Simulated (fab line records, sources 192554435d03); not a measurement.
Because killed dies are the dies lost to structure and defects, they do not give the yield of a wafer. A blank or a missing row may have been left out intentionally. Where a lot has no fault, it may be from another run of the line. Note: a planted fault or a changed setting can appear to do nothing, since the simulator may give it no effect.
Problem report, 8D (eight disciplines) form, completed by code | flow n5 finfet | the parts of the form that need people (team, actions taken, sign-off) are left out

== 1. THE PROBLEM ==
spin speed rpm at N5_BEOL_M1_COAT_05 reads a mean of 1545.1 rpm on 6 wafers of 2 lots; wafers without a fault read 1500.0 rpm with a standard deviation of 1.1. Measured from the usual mean, that is +41 standard deviations.
The step: resist thk 30 nm.
The first sign was on wafer L678.2 at day 7 23:08, on litho track-02. At this step, 12 wafers from 4 lots have a number in the record. The rule behind "out" and "out of limits": a value lying over 4 standard deviations away from the usual mean. The other wafers with a number count as sound.

== 2. WHAT IT IS; WHAT IT IS NOT ==
question                    | is                     | is not
which readings at this step | spin speed rpm         | exhaust pa
which lots                  | L678, L683             | L690, L693
which wafers of those lots  | all that have a number | -
read on which tools         | litho track-02         | litho track-04
when                        | from day 7 23:08       | up to then (0 sound wafers); but 6 sound wafers of L690, L693 came after

== 3. THE SUSPECTS, EACH WITH WHAT RULES IT OUT ==
Counting: any tool at a process step up to the reading is kept as a suspect provided that every lot that is out went through it and no sound lot did after the first of them.
- litho track-02 at N5_BEOL_M1_COAT_05 (resist thk 30 nm): ruled out as a lasting fault. The sound lots L693 went through it after L678, its earliest lot that is out (day 7 23:08).
Left after counting: nothing in the record.

== 4. THE CAUSE (what the simulator had put in) ==
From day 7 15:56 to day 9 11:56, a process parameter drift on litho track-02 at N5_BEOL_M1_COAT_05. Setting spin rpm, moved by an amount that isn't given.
Counting ruled it out, wrongly.

== 5. SEQUENCE OF EFFECTS, ordered by route ==
Rows list readings where the struck wafers' mean (over those with a number) sits beyond 3 standard deviations from the usual. Only readings whose record carries a usual standard deviation are examined. hours: median over the lots of the time between each lot's start at the first step of this table that gives one and its start at this step. sigmas: the change, counted in usual standard deviations.
hours | step               | reading        | usual      | on struck wafers | change | sigmas
0     | N5_BEOL_M1_COAT_05 | spin speed rpm | 1500.0 rpm | 1545.1           | +45.1  | +41
Process steps it contains:
- N5_BEOL_M1_COAT_05: resist thk 30 nm.
Later steps that measure or inspect, where all struck wafers having a row at the step show a number for every such reading and not one has moved that far: N5_BEOL_M4_RC_MEAS_101.

== 6. HOW IT WOULD HAVE BEEN CAUGHT EARLIER ==
The fault began at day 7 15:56; the first out-of-limits reading in this record came at day 7 23:08, 7 hours later.
